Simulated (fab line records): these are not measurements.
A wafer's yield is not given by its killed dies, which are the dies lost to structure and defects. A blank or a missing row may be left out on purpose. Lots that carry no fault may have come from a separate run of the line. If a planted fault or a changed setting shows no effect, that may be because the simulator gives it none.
Matching of chambers | flow n5Finfet | rieDiel-02 running N5_BEOL_M10_STRIP_67: 4 sister chambers
The step strips in CF4. 27 wafers are shown with their chamber, then 12 later ones without.

== WAFERS WITH THEIR CHAMBER ==
wafer  | chamber | showerheadPlenumPTorr (Torr) | oesProductAu (a.u.) | drypumpMotorCurrentA (A)
L074.3 | 1       | 1.70                         | 0.73                | 5.9
L074.4 | 0       | 1.79                         | 0.71                | 5.3
L074.6 | 3       | 1.76                         | 0.87                | 5.9
L076.1 | 3       | 1.76                         | 0.87                | 5.9
L076.4 | 1       | 1.70                         | 0.72                | 5.9
L076.6 | 0       | 1.79                         | 0.71                | 5.3
L077.3 | 1       | 1.70                         | 0.72                | 5.9
L077.4 | 0       | 1.79                         | 0.71                | 5.3
L077.6 | 2       | 1.82                         | 0.78                | 5.7
L078.2 | 1       | 1.70                         | 0.72                | 5.8
L078.3 | 0       | 1.79                         | 0.70                | 5.2
L078.6 | 2       | 1.82                         | 0.78                | 5.8
L080.4 | 2       | 1.81                         | 0.78                | 5.7
L080.5 | 1       | 1.70                         | 0.72                | 5.9
L080.6 | 0       | 1.79                         | 0.70                | 5.3
L081.3 | 1       | 1.70                         | 0.71                | 5.9
L081.5 | 1       | 1.70                         | 0.72                | 5.9
L081.6 | 0       | 1.78                         | 0.70                | 5.3
L084.1 | 0       | 1.78                         | 0.70                | 5.3
L084.4 | 3       | 1.76                         | 0.86                | 5.9
L084.6 | 1       | 1.70                         | 0.70                | 5.8
L086.2 | 3       | 1.76                         | 0.86                | 5.9
L086.3 | 1       | 1.69                         | 0.70                | 5.8
L086.4 | 2       | 1.81                         | 0.77                | 5.8
L090.1 | 0       | 1.78                         | 0.69                | 5.3
L090.3 | 3       | 1.76                         | 0.85                | 5.9
L090.6 | 2       | 1.81                         | 0.76                | 5.7

SIGNATURES, as means of the wafers listed above
reading               | chamber 0 | chamber 1 | chamber 2 | chamber 3 | scatter within a chamber
showerheadPlenumPTorr | 1.7863    | 1.6989    | 1.8140    | 1.7600    | 0.00415
oesProductAu          | 0.7025    | 0.7156    | 0.7740    | 0.8620    | 0.00878
drypumpMotorCurrentA  | 5.287     | 5.867     | 5.740     | 5.900     | 0.0421
Rule: a wafer lies at a distance from a chamber equal to the root of the sum of squares, over the readings, of (its reading less the chamber's mean, divided by the reading's scatter). The wafer belongs to the nearest chamber; if the next one is less than 2 further off, it can't be placed. The scatter: take each reading less its chamber's mean, square it, sum over the shown wafers, divide by the number of wafers less the number of chambers, and take the root.

== WAFERS WITH NO CHAMBER GIVEN ==
wafer  | showerheadPlenumPTorr (Torr) | oesProductAu (a.u.) | drypumpMotorCurrentA (A)
L088.1 | 1.69                         | 0.69                | 5.9
L088.4 | 1.76                         | 0.84                | 5.9
L088.5 | 1.78                         | 0.69                | 5.2
L093.1 | 1.81                         | 0.75                | 5.7
L093.3 | 1.69                         | 0.69                | 5.9
L093.4 | 1.81                         | 0.75                | 5.7
L095.2 | 1.78                         | 0.97                | 5.3
L095.5 | 1.75                         | 0.82                | 5.9
L095.6 | 1.78                         | 0.97                | 5.3
L097.2 | 1.80                         | 0.74                | 5.8
L097.3 | 1.78                         | 0.97                | 5.2
L097.5 | 1.80                         | 0.74                | 5.8

== CHAMBER TAKEN BY EACH ==
wafer  | from the rows above | in truth
L088.1 | 1                   | 1
L088.4 | 3                   | 3
L088.5 | 0                   | 0
L093.1 | 2                   | 2
L093.3 | 1                   | 1
L093.4 | 2                   | 2
L095.2 | 3                   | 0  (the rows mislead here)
L095.5 | 3                   | 3
L095.6 | 3                   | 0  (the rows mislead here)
L097.2 | 2                   | 2
L097.3 | 3                   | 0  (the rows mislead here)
L097.5 | 2                   | 2
Placed correctly: 9 of 12. Number that these rows cannot place: 0. 3 placed wrongly.
